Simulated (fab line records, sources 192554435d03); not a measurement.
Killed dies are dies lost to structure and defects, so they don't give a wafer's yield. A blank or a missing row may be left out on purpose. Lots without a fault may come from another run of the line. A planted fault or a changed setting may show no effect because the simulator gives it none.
Problem report in the 8D (eight disciplines) form, filled by code | flow n5_finfet | the parts of the form that need people (team, actions taken, sign-off) are left out

1. THE PROBLEM
thk_nm at N5_FIN_SAQP_THK_MEAS_05 reads a mean of 45.2 nm on 2 wafers of 2 lots; wafers without a fault read 38.0 nm with a standard deviation of 0.51. That is +14 standard deviations from the usual mean.
First seen on wafer L982.4, day 5 08:41, on film_metro-01. The record holds 24 wafers of 8 lots with a number at this step. Rule for "out", or "out of limits": more than 4 standard deviations from the usual mean. The other wafers with a number count as sound.

2. WHAT IT IS AND WHAT IT IS NOT
question                    | is               | is not
which readings at this step | thk_nm           | -
which lots                  | L982, L984       | L968, L970, L985, L986, L989, L991
which wafers of those lots  | L982.4, L984.4   | L982.2, L982.5, L984.3, L984.5
read on which gauges        | film_metro-01    | film_metro-02
when                        | from day 5 08:41 | up to then (8 sound wafers); but 14 sound wafers of L984, L985, L986, L989, L991 came after

3. SUSPECTS, AND WHAT RULES EACH OUT
Counting: a tool at a process step up to the reading stays a suspect if it ran every lot that is out. Sound lots after the first of them don't rule it out here, since some wafers of a struck lot are sound.
- the gauge at N5_FIN_SAQP_THK_MEAS_05: ruled out. All the wafers that are out were read on film_metro-01, but those of them that N5_FIN_SAQP_HM_OPEN_33 has rows for are out there too, on other tools.
- pecvd-03 at N5_FIN_SAQP_HM_DEP_03 (deposits SiNx from SiH4/NH3/N2, target thk 38 nm, time 33.6 s): kept. It ran every lot that is out, first L982 (day 5 08:37); its last sound lot up to then is L970 (day 2 09:25).
Left after counting: pecvd-03 at N5_FIN_SAQP_HM_DEP_03.

4. THE CAUSE (what the simulator had put in)
Process parameter drift: pecvd-03, from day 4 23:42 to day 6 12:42, at N5_FIN_SAQP_HM_DEP_03. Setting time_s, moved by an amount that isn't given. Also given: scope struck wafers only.
Counting left only this tool.

5. THE CHAIN OF EFFECTS, in route order
Each row: a reading whose mean over the struck wafers that have a number lies more than 3 standard deviations from the usual. Only readings for which the record gives a usual standard deviation are gone through. hours: the time from each lot's start at the first step in this table that gives one to its start at this step, as a median over the lots. sigmas: the change in usual standard deviations.
hours | step                    | reading           | usual   | on struck wafers | change | sigmas
0     | N5_FIN_SAQP_THK_MEAS_05 | thk_nm            | 38.0 nm | 45.2             | +7.2   | +14
6     | N5_FIN_SAQP_HM_OPEN_33  | etch_rf_on_time_s | 69.6 s  | 84.3             | +14.8  | +8.7
The process steps in it:
- N5_FIN_SAQP_HM_OPEN_33: chemistry CH3F/O2, target SiNx, target depth 49.4 nm, time 70.6 s.
Later measuring or inspecting steps at which every struck wafer that the step has a row for has a number for every such reading, and none has moved that far: N5_BEOL_M4_RC_MEAS_101.

6. WHAT WOULD HAVE CAUGHT IT SOONER
In this record the first reading out of limits at a measuring or inspecting step was taken at day 5 08:41, 9 hours after the fault began at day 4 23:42.
Of the tool readings at N5_FIN_SAQP_HM_DEP_03 for which the record gives a usual standard deviation, none was out on any struck wafer, so an alarm limit of 4 standard deviations on them would not have fired.
Of the lots that are out (2), L984 began N5_FIN_SAQP_HM_DEP_03 on pecvd-03 after day 5 08:41. A hold on the tool at that time would have spared it.
